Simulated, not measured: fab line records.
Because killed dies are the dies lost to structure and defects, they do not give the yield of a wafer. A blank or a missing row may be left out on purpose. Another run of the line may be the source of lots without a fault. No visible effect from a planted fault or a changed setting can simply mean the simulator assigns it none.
Which tool did it? -- flow nand-harc -- 15 lots with 42 wafers sampled at 4 steps, on a route of 1302 steps

WHAT THE GAUGES SHOWED, per wafer
No reading from a measuring or inspecting step in the record can be judged against a usual standard deviation.

WHICH TOOL RAN EACH LOT (tool, then ch and the chambers of the sampled wafers, then the start)
lot,NHARC_P_GATE_RTA_80,NHARC_P_CONTACT_DESCUM_17,NHARC_P_CONTACT_ETCH_18,NHARC_P_CONTACT_CMP_24
L177,"rtp-anneal-02 ch 0, day 5 15:15","rie-diel-11 ch 0,2,3, day 5 17:41","rie-diel-11 ch 1,3, day 5 18:10","cmp-01 ch 0,2, day 5 20:20"
L178,"rtp-anneal-02 ch 0, day 6 04:11","rie-diel-11 ch 0,1, day 6 06:38","rie-diel-11 ch 0,1,3, day 6 07:08","cmp-04 ch 0,1, day 6 09:22"
L179,"rtp-anneal-01 ch 0, day 6 12:19","rie-diel-11 ch 0,2,3, day 6 14:48","rie-diel-11 ch 0,1,3, day 6 15:17","cmp-03 ch 1,2,3, day 6 17:30"
L181,"rtp-anneal-02 ch 0, day 7 11:02","rie-diel-01 ch 0,1,3, day 7 13:28","rie-diel-01 ch 0,2, day 7 14:19","cmp-04 ch 0,1,3, day 7 16:34"
L183,"rtp-anneal-02 ch 0, day 8 10:58","rie-diel-06 ch 0,2,3, day 8 13:22","rie-diel-06 ch 0,2,3, day 8 13:59","cmp-04 ch 0,2,3, day 8 16:13"
L184,"rtp-anneal-01 ch 0, day 8 18:24","rie-diel-06 ch 0,2, day 8 20:53","rie-diel-06 ch 0,3, day 8 21:27","cmp-01 ch 0,1, day 8 23:47"
L185,"rtp-anneal-02 ch 0, day 9 09:35","rie-diel-06 ch 0,2, day 9 11:56","rie-diel-06 ch 2,3, day 9 12:26","cmp-03 ch 0,3, day 9 14:34"
L188,"rtp-anneal-01 ch 0, day 10 13:20","rie-diel-06 ch 2,3, day 10 15:49","rie-diel-06 ch 0, day 10 16:17","cmp-04 ch 0,1, day 10 18:35"
L193,"rtp-anneal-01 ch 0, day 12 10:41","rie-diel-11 ch 2,3, day 12 13:01","rie-diel-11 ch 0,2,3, day 12 13:32","cmp-03 ch 0,1,2, day 12 16:16"
L194,"rtp-anneal-01 ch 0, day 12 20:16","rie-diel-11 ch 0,3, day 12 22:44","rie-diel-11 ch 0,2, day 12 23:14","cmp-01 ch 1,2,3, day 13 01:28"
L196,"rtp-anneal-01 ch 0, day 13 22:55","rie-diel-01 ch 0,2,3, day 14 01:14","rie-diel-01 ch 0,1,3, day 14 01:44","cmp-01 ch 0,2,3, day 14 03:56"
L197,"rtp-anneal-02 ch 0, day 14 09:21","rie-diel-01 ch 0,1,2, day 14 11:44","rie-diel-01 ch 0,2,3, day 14 12:14","cmp-01 ch 0,1,3, day 14 14:26"
L198,"rtp-anneal-01 ch 0, day 14 11:40","rie-diel-06 ch 0,1,3, day 14 13:58","rie-diel-06 ch 1,2,3, day 14 14:26","cmp-01 ch 0,1,2, day 14 16:38"
L199,"rtp-anneal-01 ch 0, day 15 04:47","rie-diel-01 ch 0,1,2, day 15 07:10","rie-diel-01 ch 2,3, day 15 07:38","cmp-04 ch 0,3, day 15 09:49"
L200,"rtp-anneal-01 ch 0, day 15 13:09","rie-diel-06 ch 0,1,2, day 15 15:34","rie-diel-06 ch 0,1,2, day 15 16:03","cmp-03 ch 0,3, day 15 18:13"
- NHARC_P_GATE_RTA_80: time 30 s.
- NHARC_P_CONTACT_DESCUM_17: chemistry O2, time 3 s.
- NHARC_P_CONTACT_ETCH_18: etches the open film in C4F8/O2/Ar, target depth 481 nm, time 240.5 s.
- NHARC_P_CONTACT_CMP_24: polishes, t overpolish 30 s, target thk 200 nm.

AS READ BY THE TOOLS THEMSELVES (means over the sampled wafers that have a number; for cases with no such wafer, the mark the record gives instead)
NHARC_P_GATE_RTA_80.
lot,tool,wafer_temp_C_max
L177,rtp-anneal-02,301.2
L178,rtp-anneal-02,301.2
L179,rtp-anneal-01,300.8
L181,rtp-anneal-02,301.4
L183,rtp-anneal-02,301.6
L184,rtp-anneal-01,301.0
L185,rtp-anneal-02,301.8
L188,rtp-anneal-01,301.2
L193,rtp-anneal-01,301.0
L194,rtp-anneal-01,301.0
L196,rtp-anneal-01,301.1
L197,rtp-anneal-02,301.9
L198,rtp-anneal-01,301.0
L199,rtp-anneal-01,300.8
L200,rtp-anneal-01,300.6

NHARC_P_CONTACT_DESCUM_17.
lot,tool,drypump-motor-current-A (A),oes-product-au (a.u.),rf-vpp-V (V),showerhead-plenum-p-Torr (Torr),throttle-valve-pct (%)
L177,rie-diel-11,6.0,0.997,57.0,1.95,11.307
L178,rie-diel-11,6.1,0.991,58.0,1.83,11.304
L179,rie-diel-11,6.0,0.989,58.3,1.95,11.307
L181,rie-diel-01,5.7,1.005,57.7,1.89,11.309
L183,rie-diel-06,6.0,0.995,57.7,1.95,11.309
L184,rie-diel-06,5.7,0.988,58.4,1.99,11.311
L185,rie-diel-06,5.7,0.984,58.5,1.99,11.322
L188,rie-diel-06,6.1,0.988,58.8,1.94,11.305
L193,rie-diel-11,6.2,0.987,58.2,2.02,11.318
L194,rie-diel-11,5.7,0.996,57.7,1.95,11.310
L196,rie-diel-01,5.5,0.997,57.5,1.89,11.308
L197,rie-diel-01,5.8,1.003,58.3,1.91,11.312
L198,rie-diel-06,5.8,0.995,57.8,1.92,11.309
L199,rie-diel-01,5.8,1.010,56.9,1.91,11.311
L200,rie-diel-06,5.5,1.001,59.1,1.97,11.316

NHARC_P_CONTACT_ETCH_18.
lot,tool,oes-product-au (a.u.),rf-vpp-V (V),run-length-s (s)
L177,rie-diel-11,0.939,980,261.6
L178,rie-diel-11,0.961,976,261.8
L179,rie-diel-11,0.966,977,261.8
L181,rie-diel-01,0.932,973,262.2
L183,rie-diel-06,0.949,981,261.4
L184,rie-diel-06,0.923,980,203.4
L185,rie-diel-06,0.952,980,203.8
L188,rie-diel-06,0.967,980,203.2
L193,rie-diel-11,0.964,981,261.5
L194,rie-diel-11,0.957,975,261.8
L196,rie-diel-01,0.920,977,262.0
L197,rie-diel-01,0.970,977,261.7
L198,rie-diel-06,0.960,980,261.4
L199,rie-diel-01,0.962,980,261.7
L200,rie-diel-06,0.959,982,261.3

NHARC_P_CONTACT_CMP_24.
lot,tool,motor-current-A (A),overpolish-run-s (s),retaining-ring-pressure-frac,time-to-endpoint-s (s)
L177,cmp-01,10.1,30.001,0.996,37
L178,cmp-04,13.4,30.003,0.997,39
L179,cmp-03,12.9,29.998,1.000,36
L181,cmp-04,13.0,30.009,1.003,38
L183,cmp-04,12.4,29.994,1.005,44
L184,cmp-01,11.8,29.999,0.998,39
L185,cmp-03,12.1,30.005,1.000,38
L188,cmp-04,13.6,29.996,1.000,38
L193,cmp-03,13.6,30.002,1.003,42
L194,cmp-01,11.7,30.004,0.998,41
L196,cmp-01,10.4,30.001,1.004,41
L197,cmp-01,11.6,30.000,0.999,39
L198,cmp-01,11.4,30.000,1.005,45
L199,cmp-04,11.9,29.996,1.000,38
L200,cmp-03,12.0,29.994,1.001,39

THE ANSWER, worked out from the rows above alone
Rule: usual is defined by the lots themselves. The widest of any qualifying gaps counts: lots, ordered by their means at a reading, are off when they make up no more than a third of the lots, leave a main group of 4 or more, and stand apart from it by 3 or more times the standard deviation of that group's means. A main group whose means are all the same, to the digits that the tables above print for the reading, isn't used. A lot without any number at a reading at which 4 lots or more have one is off too. Where the step has rows for the other lots, those lots are counted as sound. The gauges are gone through in route order, then the tools' own readings, and for those a lot's mean is taken as printed above. The first step at which some lot is off is used, and at that step the reading that is off furthest; a lot without a number counts as furthest.
Off, at NHARC_P_CONTACT_ETCH_18 on run-length-s: L184, L185, L188. Main group: mean 261.7 s, sd 0.25.
If a tool, at that step or one of the process steps before it, ran each lot that is off and ran no sound lot following the first of them, it fits. Of those tried, none fits.

WHAT THE SIMULATOR HAD PUT IN
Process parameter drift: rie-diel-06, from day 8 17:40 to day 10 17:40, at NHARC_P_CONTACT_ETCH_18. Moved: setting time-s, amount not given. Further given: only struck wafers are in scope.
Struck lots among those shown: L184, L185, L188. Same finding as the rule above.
